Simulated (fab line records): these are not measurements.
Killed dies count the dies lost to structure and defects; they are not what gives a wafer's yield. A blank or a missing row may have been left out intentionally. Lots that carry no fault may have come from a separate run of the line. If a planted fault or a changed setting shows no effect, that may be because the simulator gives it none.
Comparing a struck lot with a sound one / flow nandHarc / 22 out of 1159 route steps
Sound: these wafers, L725.1, L725.3, L725.5. Wafers L726.2, L726.4, L726.6 were the ones struck. At the end, the cause is stated.
At each step with rows: each side's tool, then ch and its chambers, then its first start. Under that, the readings that differ: sound wafers / struck wafers / difference of the means / sigmas: that difference in standard deviations of wafers without a fault.
alike: same words and numbers on both sides, and readings whose means sit less than 2 such deviations apart. not compared: any withheld reading, any reading some wafer has no value for, any bound like >300 that may hide the same value, and any number with overlapping values for which the record gives no deviation.
The two part at a step that has a row with sigmas, a row that says differs or no value, or rows on one side only. Numbers that have no deviation but don't overlap get no sigmas and don't part them. Lack of a reading on every wafer of one side parts them only where that side has two or more wafers.

first, 2 steps without rows for these wafers: NHARC_A_SLIT_PEB_07 (peb time 65 s); NHARC_A_SLIT_DEVELOP_08 (develop time 35 s).
NHARC_A_SLIT_CD_MEAS_09: target cd 300 nm.
  sound on cdSem-03 ch 0, day 14 21:34; struck on cdSem-02 ch 0, day 15 07:45
  alike: cdNm
NHARC_A_SLIT_OVL_MEAS_10:
  sound on overlay-01, day 14 21:39; struck on overlay-01, day 15 07:50
  alike: overlayXNm, overlayYNm
NHARC_A_SLIT_INSPECT_11:
  sound on defectInspect-02, day 14 21:41; struck on defectInspect-02, day 15 07:52
  alike: rawDefectCount
then, 1 step without rows for these wafers: NHARC_A_SLIT_DESCUM_14 (chemistry O2, time 3 s).
NHARC_A_SLIT_ETCH_24: etches the open film in CF4/CHF3, target depth 121 nm, time 60.5 s.
  sound on rieDiel-11 ch 1,3, day 14 21:50; struck on rieDiel-09 ch 0,3, day 15 08:02
  alike: biasW, drypumpMotorCurrentA, mfcArSccm, oesProductAu, rfVppV, showerheadPlenumPTorr, throttleValvePct
  not compared: rfHoursCounterH
NHARC_A_SLIT_ETCH_15: etches the open film in O2/COS, target depth 3200 nm, time 832 s.
  sound on rieDiel-11 ch 0,1,3; struck on rieDiel-09 ch 0,1,3
  alike: biasW, drypumpMotorCurrentA, mfcArSccm, oesProductAu, rfVppV, showerheadPlenumPTorr, throttleValvePct
  not compared: rfHoursCounterH
NHARC_A_SLIT_ETCH_17: etches the open film in C4F8/O2/Ar, time 1687.5 s, target depth 10100 nm.
  sound on harEtch-02 ch 0,1, day 15 01:29; struck on harEtch-02 ch 1, day 15 09:16
  alike: drypumpMotorCurrentA, mfcArSccm, showerheadPlenumPTorr, throttleValvePct
  not compared: rfHoursCounterH
NHARC_A_SLIT_ETCH_26: etches the open film in C4F8/O2/Ar, time 90 s, target depth 400 nm.
  sound on harEtch-02 ch 0,1, day 15 02:59; struck on harEtch-02 ch 1, day 15 10:31
  alike: drypumpMotorCurrentA, mfcArSccm, showerheadPlenumPTorr, throttleValvePct
  not compared: rfHoursCounterH
then, 1 step without rows for these wafers: NHARC_A_SLIT_STRIP_28 (strips in O2/COS).
NHARC_A_SLIT_ETCH_29: etches the open film in CF4/O2, target depth 100 nm, overetch 10 nm, time 55 s.
  sound on rieDiel-11 ch 0,1, day 15 03:37; struck on rieDiel-09 ch 1,2, day 15 11:06
  alike: biasW, drypumpMotorCurrentA, mfcArSccm, oesProductAu, rfVppV, showerheadPlenumPTorr, throttleValvePct
  not compared: rfHoursCounterH
NHARC_A_SLIT_STRIP_18: strips in O2.
  sound on rieDiel-11 ch 0,1,3, day 15 03:41; struck on rieDiel-09 ch 0,2,3, day 15 11:14
  alike: drypumpMotorCurrentA, mfcArSccm, oesProductAu, rfVppV, showerheadPlenumPTorr, throttleValvePct
  not compared: rfHoursCounterH
then, 2 steps without rows for these wafers: NHARC_A_SLIT_PRECLEAN_19 (cleans in SC1); NHARC_A_SLIT_SRD_20.
NHARC_A_SLIT_CD_MEAS_21:
  sound on cdSem-02, day 15 04:08; struck on cdSem-01, day 15 11:40
  alike: cdNm
then, 3 steps without rows for these wafers: NHARC_A_SIN_REMOVE_WET_00 (chemistry H3PO4, time 15300 s); NHARC_A_SIN_REMOVE_PRECLEAN_01 (cleans in SC1); NHARC_A_SIN_REMOVE_SRD_02.
NHARC_A_SIN_REMOVE_INSPECT_04:
  sound on defectInspect-01, day 15 10:11; struck on defectInspect-01, day 15 17:44
reading=rawDefectCount; sound=232 181 173; struck=525 513 513; difference=+322; sigmas=+4
then, 1 step without rows for these wafers: NHARC_A_WL_FILL_ALD_00 (deposits Al2O3, target thk 3 nm, pulse time 3 s, ald cycles 30).
-- the record jumps here: 4 days lie between the struck wafers' starts before and after (it left off in module A_WL_FILL and takes up again in module END, whose first step shown is number 1159 of the route) --
NHARC_END_SORT_01:
  at this point the record logs the struck wafers (prober-02 ch 0, day 19 19:04) and has no rows for the sound ones

== WHERE THEY PART ==
Earliest at NHARC_A_SIN_REMOVE_INSPECT_04; latest, in this record, at NHARC_END_SORT_01.

WHY: the cause the simulator had injected
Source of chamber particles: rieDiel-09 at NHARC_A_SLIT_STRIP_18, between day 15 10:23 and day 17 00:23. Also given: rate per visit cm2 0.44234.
